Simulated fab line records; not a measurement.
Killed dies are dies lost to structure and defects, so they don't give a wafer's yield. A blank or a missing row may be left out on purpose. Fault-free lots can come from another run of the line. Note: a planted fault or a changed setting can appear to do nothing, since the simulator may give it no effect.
Which of the tools did it? | flow n5Finfet | 24 lots, 72 wafers sampled, at 6 steps of a route of 1938

== WHAT THE GAUGES READ, wafer by wafer ==
N5_BEOL_M6_OVL_MEAS_29.
lot  | measured     | on         | V5_OVL (nm)
L074 | day 8 21:05  | overlay-01 | -1.3 0.4 -0.9
L075 | day 8 23:49  | overlay-01 | -0.6 0.1 -0.2
L076 | day 9 08:41  | overlay-01 | 0.2 -0.6 -1.3
L077 | day 9 15:05  | overlay-02 | -0.8 -0.6 0.0
L078 | day 9 21:32  | overlay-02 | 1.7 0.9 0.3
L080 | day 10 04:35 | overlay-01 | 0.3 -0.8 1.3
L081 | day 10 14:27 | overlay-01 | 0.5 1.1 -0.4
L079 | day 10 14:17 | overlay-02 | -0.2 -0.2 -0.4
L083 | day 10 21:13 | overlay-02 | -0.7 0.1 0.3
L082 | day 11 06:47 | overlay-02 | -0.3 -0.2 0.0
L084 | day 11 18:29 | overlay-02 | -2.6 -1.1 -1.0
L085 | day 11 21:54 | overlay-02 | 0.2 -0.4 -1.0
L086 | day 12 01:22 | overlay-02 | 1.5 -0.2 1.5
L087 | day 12 09:26 | overlay-02 | 0.3 1.4 -0.1
L088 | day 12 11:08 | overlay-02 | -1.1 -2.3 -1.6
L089 | day 12 15:19 | overlay-01 | 0.3 -1.1 0.3
L090 | day 12 21:46 | overlay-01 | -1.3 -0.4 -0.7
L091 | day 13 01:25 | overlay-01 | -1.0 0.6 0.6
L092 | day 13 14:15 | overlay-02 | 0.6 -0.4 1.2
L094 | day 13 17:50 | overlay-01 | -0.5 0.6 0.2
L093 | day 14 00:47 | overlay-02 | -0.1 -0.5 -0.4
L095 | day 14 10:27 | overlay-02 | -0.3 -0.7 -0.7
L096 | day 14 13:13 | overlay-02 | 0.5 1.3 0.8
L097 | day 15 00:17 | overlay-02 | -0.8 -1.4 -0.7

N5_BEOL_M6_THK_MEAS_53: measures by xrf.
lot  | measured     | on           | M6_THK (nm)
L074 | day 9 03:14  | filmMetro-01 | 77.2 79.9 77.5
L075 | day 9 05:09  | filmMetro-01 | 78.9 79.8 81.1
L076 | day 9 13:26  | filmMetro-01 | 78.4 80.0 79.5
L077 | day 9 21:29  | filmMetro-01 | 80.8 76.5 79.7
L078 | day 10 03:56 | filmMetro-02 | 77.6 79.9 80.9
L080 | day 10 12:05 | filmMetro-01 | 81.4 78.3 82.0
L081 | day 10 22:23 | filmMetro-02 | 78.6 81.3 81.5
L079 | day 10 21:16 | filmMetro-01 | 79.2 78.4 81.0
L083 | day 11 03:13 | filmMetro-02 | 79.2 81.4 81.1
L082 | day 11 10:04 | filmMetro-01 | 78.6 80.3 81.1
L084 | day 11 21:53 | filmMetro-01 | 80.2 76.9 80.2
L085 | day 12 02:02 | filmMetro-02 | 78.2 78.1 78.9
L086 | day 12 06:05 | filmMetro-02 | 81.3 82.0 78.6
L087 | day 12 12:10 | filmMetro-01 | 78.8 77.9 77.4
L088 | day 12 15:41 | filmMetro-02 | 80.0 79.2 77.5
L089 | day 12 19:56 | filmMetro-02 | 81.3 80.3 78.3
L090 | day 13 01:19 | filmMetro-02 | 80.0 79.2 75.9
L091 | day 13 04:35 | filmMetro-01 | 81.8 80.9 82.2
L092 | day 13 17:05 | filmMetro-01 | 76.1 79.4 80.1
L094 | day 13 21:43 | filmMetro-01 | 77.0 77.7 79.7
L093 | day 14 04:40 | filmMetro-01 | 80.7 84.6 83.6
L095 | day 14 14:37 | filmMetro-01 | 83.0 75.5 80.3
L096 | day 14 17:56 | filmMetro-01 | 77.8 80.2 81.5
L097 | day 15 05:40 | filmMetro-02 | 79.3 81.3 82.1

N5_BEOL_M7_CD_MEAS_28 targets a cd of 40 nm.
lot  | measured     | on       | cdNm (nm)
L074 | day 9 08:17  | cdSem-02 | 40.43 40.04 40.18
L075 | day 9 09:04  | cdSem-02 | 40.06 40.11 39.92
L076 | day 9 18:20  | cdSem-02 | 40.03 40.17 39.99
L077 | day 10 01:40 | cdSem-01 | 39.85 40.56 40.34
L078 | day 10 07:31 | cdSem-01 | 39.60 39.81 39.98
L080 | day 10 17:19 | cdSem-03 | 40.07 39.84 40.13
L081 | day 11 01:19 | cdSem-03 | 40.03 40.22 39.81
L079 | day 11 01:01 | cdSem-03 | 39.77 39.59 40.00
L083 | day 11 07:11 | cdSem-03 | 39.70 40.20 39.71
L082 | day 11 18:30 | cdSem-02 | 39.76 40.02 39.99
L084 | day 12 01:17 | cdSem-02 | 40.06 40.24 40.63
L085 | day 12 09:28 | cdSem-03 | 40.23 39.92 39.86
L086 | day 12 13:25 | cdSem-01 | 39.60 39.77 40.26
L087 | day 12 18:55 | cdSem-02 | 40.17 39.91 39.82
L088 | day 12 21:37 | cdSem-03 | 39.89 39.85 40.26
L089 | day 12 23:50 | cdSem-01 | 40.02 39.83 40.12
L090 | day 13 05:56 | cdSem-02 | 40.61 40.20 40.02
L091 | day 13 08:17 | cdSem-03 | 40.03 39.96 40.50
L092 | day 13 20:56 | cdSem-03 | 40.07 39.69 40.06
L094 | day 14 00:36 | cdSem-02 | 40.20 39.97 40.29
L093 | day 14 08:24 | cdSem-03 | 40.01 40.09 40.27
L095 | day 14 19:27 | cdSem-02 | 40.46 40.19 40.07
L096 | day 14 22:20 | cdSem-03 | 40.42 40.00 40.45
L097 | day 15 10:05 | cdSem-02 | 40.02 40.13 39.89

== WHICH TOOL RAN EACH LOT (tool, then ch and the chambers of the sampled wafers, then the start) ==
lot  | N5_BEOL_M5_ETCH_67                | N5_BEOL_M5_ETCH_68                | N5_BEOL_M5_SPUTTER_83
L074 | rieDiel-01 ch 0,1,2, day 8 07:52  | rieDiel-01 ch 0,1,2, day 8 07:54  | pvdSputter-03, day 8 11:44
L075 | rieDiel-06 ch 0,1,3, day 8 09:32  | rieDiel-06 ch 0,1,3, day 8 09:34  | pvdSputter-01, day 8 14:44
L076 | rieDiel-01 ch 0,2, day 8 18:48    | rieDiel-01 ch 0,2, day 8 18:49    | pvdSputter-01, day 8 23:26
L077 | rieDiel-04 ch 0,1,3, day 9 03:04  | rieDiel-04 ch 0,1,3, day 9 03:06  | pvdSputter-01, day 9 07:13
L078 | rieDiel-01 ch 2,3, day 9 09:07    | rieDiel-01 ch 2,3, day 9 09:08    | pvdSputter-01, day 9 12:45
L080 | rieDiel-06 ch 2,3, day 9 15:25    | rieDiel-06 ch 2,3, day 9 15:26    | pvdSputter-02, day 9 19:37
L081 | rieDiel-04 ch 0,2,3, day 10 01:58 | rieDiel-04 ch 0,2,3, day 10 01:59 | pvdSputter-02, day 10 05:46
L079 | rieDiel-06 ch 0,2,3, day 10 01:59 | rieDiel-06 ch 0,2,3, day 10 02:01 | pvdSputter-01, day 10 05:49
L083 | rieDiel-04 ch 1,2,3, day 10 07:41 | rieDiel-04 ch 1,2,3, day 10 07:43 | pvdSputter-03, day 10 11:59
L082 | rieDiel-01 ch 2,3, day 10 19:51   | rieDiel-01 ch 2,3, day 10 19:53   | pvdSputter-03, day 10 23:33
L084 | rieDiel-04 ch 0,2,3, day 11 02:17 | rieDiel-04 ch 0,2,3, day 11 02:19 | pvdSputter-02, day 11 06:29
L085 | rieDiel-04 ch 2,3, day 11 07:30   | rieDiel-04 ch 2,3, day 11 07:32   | pvdSputter-02, day 11 11:29
L086 | rieDiel-04 ch 0,2, day 11 12:35   | rieDiel-04 ch 0,2, day 11 12:36   | pvdSputter-02, day 11 16:22
L087 | rieDiel-01 ch 0,1,3, day 11 19:01 | rieDiel-01 ch 0,1,3, day 11 19:02 | pvdSputter-01, day 11 23:18
L088 | rieDiel-01 ch 0,2, day 11 22:14   | rieDiel-01 ch 0,2, day 11 22:16   | pvdSputter-01, day 12 03:44
L089 | rieDiel-06 ch 2,3, day 12 02:11   | rieDiel-06 ch 2,3, day 12 02:13   | pvdSputter-03, day 12 08:02
L090 | rieDiel-04 ch 0,2,3, day 12 09:38 | rieDiel-04 ch 0,2,3, day 12 09:40 | pvdSputter-01, day 12 13:33
L091 | rieDiel-01 ch 1,2, day 12 13:37   | rieDiel-01 ch 1,2, day 12 13:38   | pvdSputter-03, day 12 17:49
L092 | rieDiel-04 ch 2,3, day 13 01:29   | rieDiel-04 ch 2,3, day 13 01:31   | pvdSputter-03, day 13 06:44
L094 | rieDiel-06 ch 2,3, day 13 08:30   | rieDiel-06 ch 2,3, day 13 08:32   | pvdSputter-01, day 13 12:23
L093 | rieDiel-01 ch 0,1,3, day 13 09:01 | rieDiel-01 ch 0,1,3, day 13 09:02 | pvdSputter-02, day 13 14:50
L095 | rieDiel-04 ch 1,2,3, day 13 22:02 | rieDiel-04 ch 1,2,3, day 13 22:04 | pvdSputter-02, day 14 03:09
L096 | rieDiel-04 ch 0,1,2, day 14 01:30 | rieDiel-04 ch 0,1,2, day 14 01:31 | pvdSputter-01, day 14 06:04
L097 | rieDiel-04 ch 0,2, day 14 13:23   | rieDiel-04 ch 0,2, day 14 13:24   | pvdSputter-03, day 14 17:35
- N5_BEOL_M5_ETCH_67: etches SiARC in CF4, target depth 15.6 nm, time 26 s.
- N5_BEOL_M5_ETCH_68: etches SOC in N2/H2, target depth 80 nm, overetch 16 nm, time 120 s.
- N5_BEOL_M5_SPUTTER_83: material Cu, target thk 15 nm, time 27.62 s.

== AS READ BY THE TOOLS THEMSELVES (means over the sampled wafers that have a number; for cases with no such wafer, the mark the record gives instead) ==
N5_BEOL_M5_ETCH_67.
lot  | tool       | biasW (W) | drypumpMotorCurrentA (A) | etchRfOnTimeS (s) | oesProductAu (a.u.) | rfVppV (V) | showerheadPlenumPTorr (Torr) | throttleValvePct (%)
L074 | rieDiel-01 | 35.98     | 5.9                      | 26.7              | 0.63                | 184.2      | 2.15                         | 15.85
L075 | rieDiel-06 | 36.04     | 5.8                      | 26.1              | 0.63                | 183.7      | 2.10                         | 15.68
L076 | rieDiel-01 | 36.06     | 5.5                      | 26.6              | 0.63                | 184.4      | 2.18                         | 15.84
L077 | rieDiel-04 | 36.07     | 5.6                      | 26.2              | 0.61                | 185.6      | 2.20                         | 15.82
L078 | rieDiel-01 | 36.04     | 5.4                      | 26.8              | 0.63                | 184.8      | 2.21                         | 15.75
L080 | rieDiel-06 | 35.92     | 5.7                      | 25.0              | 0.68                | 183.9      | 2.16                         | 15.66
L081 | rieDiel-04 | 35.97     | 5.7                      | 26.2              | 0.64                | 184.2      | 2.20                         | 15.65
L079 | rieDiel-06 | 35.96     | 5.5                      | 25.8              | 0.67                | 184.9      | 2.19                         | 15.70
L083 | rieDiel-04 | 35.88     | 5.8                      | 26.0              | 0.63                | 184.4      | 2.19                         | 15.77
L082 | rieDiel-01 | 35.86     | 5.4                      | 26.9              | 0.61                | 185.2      | 2.20                         | 15.75
L084 | rieDiel-04 | 35.87     | 5.7                      | 26.3              | 0.64                | 184.9      | 2.19                         | 15.66
L085 | rieDiel-04 | 35.96     | 6.0                      | 26.3              | 0.66                | 183.6      | 2.18                         | 15.60
L086 | rieDiel-04 | 35.94     | 5.5                      | 26.1              | 0.65                | 184.3      | 2.20                         | 15.64
L087 | rieDiel-01 | 35.99     | 6.2                      | 26.4              | 0.60                | 182.9      | 2.10                         | 15.84
L088 | rieDiel-01 | 35.93     | 5.8                      | 26.7              | 0.60                | 183.2      | 2.11                         | 15.96
L089 | rieDiel-06 | 35.92     | 5.7                      | 25.2              | 0.81                | 183.8      | 2.16                         | 15.36
L090 | rieDiel-04 | 35.93     | 5.7                      | 26.2              | 0.72                | 184.0      | 2.19                         | 15.51
L091 | rieDiel-01 | 35.96     | 5.5                      | 26.4              | 0.63                | 184.7      | 2.20                         | 15.83
L092 | rieDiel-04 | 35.94     | 6.0                      | 26.3              | 0.76                | 184.2      | 2.19                         | 15.36
L094 | rieDiel-06 | 35.98     | 5.7                      | 25.2              | 0.78                | 184.8      | 2.15                         | 15.38
L093 | rieDiel-01 | 35.92     | 6.2                      | 26.4              | 0.68                | 182.8      | 2.09                         | 15.71
L095 | rieDiel-04 | 35.93     | 5.8                      | 25.9              | 0.77                | 185.2      | 2.18                         | 15.47
L096 | rieDiel-04 | 35.93     | 5.5                      | 25.8              | 0.72                | 184.7      | 2.18                         | 15.63
L097 | rieDiel-04 | 36.12     | 5.7                      | 26.3              | 0.66                | 183.5      | 2.17                         | 15.62

N5_BEOL_M5_ETCH_68.
lot  | tool       | biasW (W) | drypumpMotorCurrentA (A) | h2FlowSccm (sccm) | oesProductAu (a.u.) | rfVppV (V) | showerheadPlenumPTorr (Torr) | throttleValvePct (%)
L074 | rieDiel-01 | 150.1     | 5.9                      | 199.7             | 0.58                | 523.9      | 2.53                         | 17.96
L075 | rieDiel-06 | 150.3     | 5.8                      | 200.6             | 0.57                | 522.6      | 2.50                         | 17.92
L076 | rieDiel-01 | 150.0     | 5.5                      | 199.9             | 0.58                | 525.9      | 2.56                         | 17.88
L077 | rieDiel-04 | 150.4     | 5.6                      | 199.7             | 0.55                | 526.1      | 2.62                         | 18.04
L078 | rieDiel-01 | 150.1     | 5.4                      | 200.2             | 0.57                | 525.3      | 2.60                         | 17.82
L080 | rieDiel-06 | 149.5     | 5.7                      | 199.7             | 0.60                | 525.9      | 2.56                         | 17.84
L081 | rieDiel-04 | 149.8     | 5.7                      | 200.5             | 0.58                | 526.1      | 2.60                         | 17.74
L079 | rieDiel-06 | 149.9     | 5.5                      | 200.1             | 0.60                | 526.0      | 2.61                         | 17.86
L083 | rieDiel-04 | 149.8     | 5.8                      | 200.4             | 0.56                | 525.2      | 2.59                         | 17.95
L082 | rieDiel-01 | 150.1     | 5.4                      | 199.7             | 0.57                | 524.6      | 2.59                         | 17.83
L084 | rieDiel-04 | 149.4     | 5.7                      | 199.6             | 0.57                | 526.1      | 2.59                         | 17.74
L085 | rieDiel-04 | 150.2     | 5.9                      | 200.2             | 0.59                | 525.2      | 2.57                         | 17.64
L086 | rieDiel-04 | 149.6     | 5.5                      | 200.2             | 0.59                | 525.9      | 2.60                         | 17.73
L087 | rieDiel-01 | 150.6     | 6.2                      | 199.6             | 0.54                | 522.0      | 2.48                         | 18.01
L088 | rieDiel-01 | 150.4     | 5.8                      | 200.5             | 0.55                | 522.0      | 2.47                         | 18.01
L089 | rieDiel-06 | 149.6     | 5.7                      | 199.6             | 0.71                | 524.9      | 2.56                         | 17.55
L090 | rieDiel-04 | 150.1     | 5.7                      | 200.3             | 0.64                | 526.2      | 2.59                         | 17.59
L091 | rieDiel-01 | 150.2     | 5.5                      | 200.0             | 0.57                | 524.9      | 2.60                         | 17.91
L092 | rieDiel-04 | 150.3     | 6.0                      | 200.1             | 0.68                | 525.4      | 2.58                         | 17.43
L094 | rieDiel-06 | 150.1     | 5.7                      | 199.8             | 0.69                | 524.2      | 2.55                         | 17.58
L093 | rieDiel-01 | 149.8     | 6.2                      | 199.6             | 0.60                | 521.8      | 2.47                         | 17.89
L095 | rieDiel-04 | 150.3     | 5.8                      | 199.6             | 0.69                | 525.0      | 2.58                         | 17.71
L096 | rieDiel-04 | 150.4     | 5.5                      | 200.3             | 0.64                | 525.5      | 2.59                         | 17.87
L097 | rieDiel-04 | 150.1     | 5.7                      | 200.2             | 0.59                | 524.6      | 2.57                         | 17.68

N5_BEOL_M5_SPUTTER_83.
lot  | tool          | throttleValvePct (%)
L074 | pvdSputter-03 | 30.3
L075 | pvdSputter-01 | 28.9
L076 | pvdSputter-01 | 31.0
L077 | pvdSputter-01 | 30.0
L078 | pvdSputter-01 | 29.7
L080 | pvdSputter-02 | 30.2
L081 | pvdSputter-02 | 30.1
L079 | pvdSputter-01 | 29.2
L083 | pvdSputter-03 | 28.5
L082 | pvdSputter-03 | 30.4
L084 | pvdSputter-02 | 29.7
L085 | pvdSputter-02 | 30.1
L086 | pvdSputter-02 | 30.6
L087 | pvdSputter-01 | 30.2
L088 | pvdSputter-01 | 30.9
L089 | pvdSputter-03 | 30.3
L090 | pvdSputter-01 | 29.7
L091 | pvdSputter-03 | 30.3
L092 | pvdSputter-03 | 29.3
L094 | pvdSputter-01 | 29.6
L093 | pvdSputter-02 | 30.2
L095 | pvdSputter-02 | 29.6
L096 | pvdSputter-01 | 29.8
L097 | pvdSputter-03 | 29.9

== THE ANSWER, worked out from the rows above alone ==
Rule: usual is defined by the lots themselves. The widest of any qualifying gaps counts: lots, ordered by their means at a reading, are off when they make up no more than a third of the lots, leave a main group of 4 or more, and stand apart from it by 3 or more times the standard deviation of that group's means. A main group is skipped when, at the precision printed for the reading in the tables above, its means are all equal. Also off: a lot with no number at a reading for which 4 or more lots have one. Any other lot the step has rows for is counted as sound. First the gauges in route order, then the tools' own readings, where a lot's mean is used as printed above. The first step at which some lot is off is used, and at that step the reading that is off furthest; a lot without a number counts as furthest.
Nothing can be told from this: no lot is off at any reading shown.

== WHAT THE SIMULATOR HAD INSERTED ==
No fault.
